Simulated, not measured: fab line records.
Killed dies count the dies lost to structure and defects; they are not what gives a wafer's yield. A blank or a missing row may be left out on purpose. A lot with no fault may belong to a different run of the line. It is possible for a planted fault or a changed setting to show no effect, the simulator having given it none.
A struck lot beside a sound one ; flow n5Finfet ; 15 out of 1938 route steps
Sound: the wafers L174.2, L174.4. Struck: wafers L184.3, L184.5. (L184.2 of the same lot was not struck and is left out.) The cause comes at the end.
Each step with rows lists, per side, the tool, then ch with its chambers, then its first start. Under that, the readings that differ: sound wafers ; struck wafers ; difference of the means ; sigmas: that difference in standard deviations of wafers without a fault.
alike: words and numbers the same on both sides, and readings whose means are apart by under 2 such deviations; not compared: readings that were withheld, readings missing a value for some wafer, numbers with overlapping values and no deviation given by the record, and bounds like >300 which may hide the same value.
A row with sigmas, a row that says differs or no value, or rows on one side alone: a step with any of these is where the two part. When numbers do not overlap yet have no deviation, they are printed without sigmas and do not part them. A reading that every wafer of one side lacks parts them only if that side has two wafers or more.

N5_BEOL_M4_CO_CAP_55: material Co, precursor CCTBA/H2, target thk 2 nm, time 102.1 s.
  sound on cvdCo-01 ch 0,1, day 12 11:22; struck on cvdCo-01 ch 0,1, day 14 03:43
  alike: heaterPowerW
then, 1 step without rows for these wafers: N5_BEOL_M4_PRE_CLEAN_56 (time 15 s).
N5_BEOL_M4_DEP_57: deposits SiCN from 3MS/NH3, target thk 8 nm, time 14 s.
  sound on pecvd-03 ch 0,2, day 12 11:29; struck on pecvd-01 ch 0, day 14 03:49
  alike: showerheadPlenumPTorr, throttleValvePct
N5_BEOL_M4_RS_MEAS_58: measures by four-point-probe.
  sound: filmMetro-02 at day 12 11:33; struck: filmMetro-02 at day 14 03:53
  alike: M4_RS
N5_BEOL_M4_INSPECT_59: inspects for defects (darkfield).
  sound: defectInspect-02 at day 12 11:35; struck: defectInspect-01 at day 14 03:55
reading;sound;struck;difference;sigmas
rawDefectCount;122 70;66 30;-48;-2
N5_BEOL_M4_RC_MEAS_101:
  sound on prober-01 ch 0, day 12 11:46; struck on prober-02 ch 0, day 14 04:06
  alike: DIBL_N, DIBL_P, IOFF_N, IOFF_P, ION_N, ION_P, SS_N, SS_P, VT_N, VT_P
then, 1 step without rows for these wafers: N5_BEOL_M5_ILD_DEP_00 (deposits SiCOH lowk from DEMS/porogen, target thk 140.64 nm, time 25.9 s).
N5_BEOL_M5_CURE_79: cures SiCOH lowk, time 240 s.
  sound on uvCure-01 ch 2, day 12 12:43; struck on uvCure-03 ch 1, day 14 05:03
  alike: lampPowerPct, wafer_temp_C_max
N5_BEOL_M5_THK_MEAS_01:
  sound: filmMetro-01 at day 12 13:10; struck: filmMetro-01 at day 14 05:29
  alike: M5_ILD_THK
N5_BEOL_M5_PECVD_70: deposits SiO2 from TEOS/O2, target thk 16 nm, time 18 s.
  sound on pecvd-02 ch 1,2, day 12 13:11; struck on pecvd-03 ch 1,2, day 14 05:31
  alike: heaterPowerW, showerheadPlenumPTorr, throttleValvePct
N5_BEOL_M5_HM_DEP_02: deposits TiN, target thk 20 nm.
  sound: pvdSputter-02 at day 12 13:59; struck: pvdSputter-03 at day 14 06:47
  alike: throttleValvePct
then, 1 step without rows for these wafers: N5_BEOL_M5_COAT_59 (time 60 s, resist thk 60 nm).
N5_BEOL_M5_COAT_60: time 60 s, resist thk 12 nm.
  sound on lithoTrack-01 ch 0, day 12 14:07; struck on lithoTrack-05 ch 0, day 14 06:55
reading;sound;struck;difference;sigmas
heaterPowerTotalW (W);426.2 427.3;546.7 550.8;+122.0;+58
runLengthS (s);66.44 66.31;45.74 45.74;-20.63;-99 or more
then, 2 steps without rows for these wafers: N5_BEOL_M5_COAT_71 (time 60 s, resist thk 5 nm); N5_PASSIVATION_PROBE_49.

WHERE THEY PART
At N5_BEOL_M4_INSPECT_59 first; at N5_BEOL_M5_COAT_60 last (within this record only).

WHY: the cause the simulator had injected
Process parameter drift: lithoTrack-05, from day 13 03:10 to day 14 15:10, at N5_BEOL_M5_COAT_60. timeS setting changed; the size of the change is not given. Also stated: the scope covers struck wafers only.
